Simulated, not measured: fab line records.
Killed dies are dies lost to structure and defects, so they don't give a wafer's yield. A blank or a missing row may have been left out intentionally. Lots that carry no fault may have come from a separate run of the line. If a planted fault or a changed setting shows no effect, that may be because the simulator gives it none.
Lot-split experiment    flow n5 finfet    route with 1938 steps; 7 lots, 21 wafers read

ON THE SPLIT
At N5_BEOL_M3_EXPOSE_08 (exposes mask M3), the setting dose mj was moved away from the recipe's 33 on 8 of the 21 wafers read, by -7.4% to +6.6%. This setting was run at the recipe's value on the other wafers.

FROM THE SPLIT TO THE READING: what the file shows between them, 2 steps
- N5_BEOL_M3_PEB_09: peb time 60 s
- N5_BEOL_M3_DEVELOP_10: develop time 30 s

THE READING
cd nm at N5_BEOL_M3_CD_MEAS_11, given in nm (cd target 17.05 nm). A value of 17.04 nm with a standard deviation of 0.22 nm is what fault-free wafers of this fab line usually give.

wafer   tool, chamber at the split  dose mj as run  against the recipe  cd nm, nm  against lot-mates on the recipe
L075.2  euv scanner-02, 0           33              recipe              17.08      -
L075.3  euv scanner-02, 0           33              recipe              17.13      -
L075.4  euv scanner-02, 0           35.14           +6.5%               18.72      +1.62
L078.1  euv scanner-02, 0           33              recipe              16.88      -
L078.3  euv scanner-02, 0           31.22           -5.4%               15.98      -0.90
L078.6  euv scanner-02, 0           31.22           -5.4%               15.97      -0.91
L077.1  euv scanner-02, 0           35.18           +6.6%               18.53      +1.45
L077.3  euv scanner-02, 0           35.18           +6.6%               18.38      +1.30
L077.4  euv scanner-02, 0           33              recipe              17.08      -
L084.2  euv scanner-01, 0           33              recipe              17.09      -
L084.4  euv scanner-01, 0           33              recipe              17.28      -
L084.6  euv scanner-01, 0           30.56           -7.4%               15.51      -1.68
L087.1  euv scanner-01, 0           33              recipe              17.22      -
L087.5  euv scanner-01, 0           33              recipe              17.02      -
L087.6  euv scanner-01, 0           33              recipe              16.96      -
L088.2  euv scanner-01, 0           31.24           -5.3%               16.17      -0.92
L088.3  euv scanner-01, 0           33              recipe              17.13      -
L088.6  euv scanner-01, 0           33              recipe              17.05      -
L091.1  euv scanner-01, 0           31              -6.1%               15.50      -1.54
L091.4  euv scanner-01, 0           33              recipe              17.02      -
L091.6  euv scanner-01, 0           33              recipe              17.05      -

FIT RESULTS
A straight line over all 21 wafers: cd nm changes by +0.218 nm for each +1% of dose mj; r = +0.99; the points scatter about the line by 0.13 nm.
The same after taking each lot's own level away (the mean of its wafers on the recipe; 21 wafers): +0.212 nm for each +1%; r = +0.99; scatter 0.14 nm.
That fit puts the effect of the largest move of dose mj on the reading at 1.6 nm.
The lots' own levels span 16.880 to 17.185 nm, that is 1.4 times the standard deviation above.
So the lot-to-lot level changes the slope little: the two slopes agree.
Check: for one of the wafers moved furthest among these (-7.4%), held out of the fit, the line's prediction against its lot-mates is -1.51 nm. It came out at -1.68 nm against them.

THE OTHER SPLITS THESE WAFERS WENT THROUGH
Note: prior to the reading, these wafers also went through further splits. Each is held against what the fit with the lots' levels taken away leaves over:
other split on the same wafers  wafers away from the commonest value  r with cd nm (lot level and that fit taken away)
N5_BEOL_M1_DESCUM_33 time s     6                                     +0.00
N5_BEOL_M1_ETCH_70 bias w       6                                     -0.06
N5_BEOL_M1_VIA_ETCH_34 bias w   9                                     +0.39
N5_BEOL_M2_EXPOSE_25 dose mj    7                                     -0.13
N5_BEOL_M2_ETCH_70 bias w       7                                     -0.15

THE WHOLE CHAIN: every reading that the file lists as answering this split, in the file's order
step                   what it does                                                       reading                                                                change (the file's fit)                r (the file's)
N5_BEOL_M3_CD_MEAS_11  target cd 17.05 nm                                                 cd nm                                                                  +0.218 nm for each +1% of the setting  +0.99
N5_BEOL_M3_ETCH_74     etches underlayer in N2/H2, target depth 6.5 nm, time 5.2 s        BEOL_M3.cd offset nm (the simulator's own value, which no gauge read)  +0.223 nm for each +1% of the setting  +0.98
N5_BEOL_M3_ETCH_63     etches SiARC in CF4, target depth 15.6 nm, time 26 s               BEOL_M3.cd offset nm (the simulator's own value, which no gauge read)  +0.212 nm for each +1% of the setting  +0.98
N5_BEOL_M3_HM_OPEN_17  chemistry Cl2/BCl3, target TiN, target depth 20 nm, overetch 6 nm  BEOL_M3.cd offset nm (the simulator's own value, which no gauge read)  +0.2 nm for each +1% of the setting    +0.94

FILE'S OWN FIT
cd nm changes by +0.218 nm for each +1% of dose mj, r = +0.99.
